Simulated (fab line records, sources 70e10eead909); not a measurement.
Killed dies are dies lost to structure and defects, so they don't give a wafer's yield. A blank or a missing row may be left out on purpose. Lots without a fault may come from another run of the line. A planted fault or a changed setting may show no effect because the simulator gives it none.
Chamber matching | flow nand_harc | NHARC_P_M1_DESCUM_14 on rie_diel-03: 4 sister chambers
The step chemistry O2, time 3 s. 7 wafers are shown with their chamber, then 10 later ones without.

WAFERS WITH THEIR CHAMBER
wafer  | chamber | oes_product_au (a.u.) | rf_vpp_V (V)
L077.2 | 3       | 1.007                 | 59.2
L080.4 | 1       | 1.002                 | 56.1
L083.1 | 2       | 0.990                 | 57.6
L083.2 | 1       | 1.000                 | 58.0
L083.6 | 0       | 1.001                 | 57.6
L087.1 | 0       | 1.008                 | 60.4
L087.3 | 2       | 1.001                 | 58.0

WAFERS WITHOUT THEIR CHAMBER
wafer  | oes_product_au (a.u.) | rf_vpp_V (V)
L087.4 | 0.994                 | 57.1
L088.1 | 1.002                 | 57.5
L088.3 | 1.008                 | 58.8
L088.4 | 1.012                 | 57.1
L094.1 | 1.008                 | 56.8
L094.2 | 1.007                 | 57.6
L094.5 | 1.005                 | 59.7
L097.1 | 1.029                 | 57.1
L097.3 | 1.014                 | 57.0
L097.6 | 1.030                 | 58.2

WHICH CHAMBER EACH WENT THROUGH
wafer  | from the rows above               | in truth
L087.4 | can't be placed: 2 or 1 or 0      | 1
L088.1 | can't be placed: 1 or 0 or 2 or 3 | 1
L088.3 | can't be placed: 3 or 0 or 1      | 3
L088.4 | can't be placed: 3 or 0 or 1 or 2 | 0
L094.1 | can't be placed: 1 or 0 or 3 or 2 | 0
L094.2 | can't be placed: 0 or 3 or 1 or 2 | 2
L094.5 | can't be placed: 0 or 3 or 1 or 2 | 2
L097.1 | can't be placed: 3 or 0 or 1 or 2 | 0
L097.3 | can't be placed: 3 or 0 or 1 or 2 | 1
L097.6 | can't be placed: 3 or 0 or 1      | 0
Placed correctly: 0 of 10. Can't be placed from these rows: 10 (the true chamber is among the candidates in 10). Placed wrongly: 0.
How it was worked out, from the rows above alone: a wafer's distance from a chamber is the root of the sum, over the readings, of the square of ((its reading less the chamber's mean) divided by the reading's scatter). The wafer belongs to the nearest chamber; if the next one is less than 2 further off, it can't be placed. A chamber's mean is the mean of its shown wafers. The scatter: the root of (the sum of the squares of (reading less its chamber's mean) over the shown wafers, divided by (wafers less chambers)).
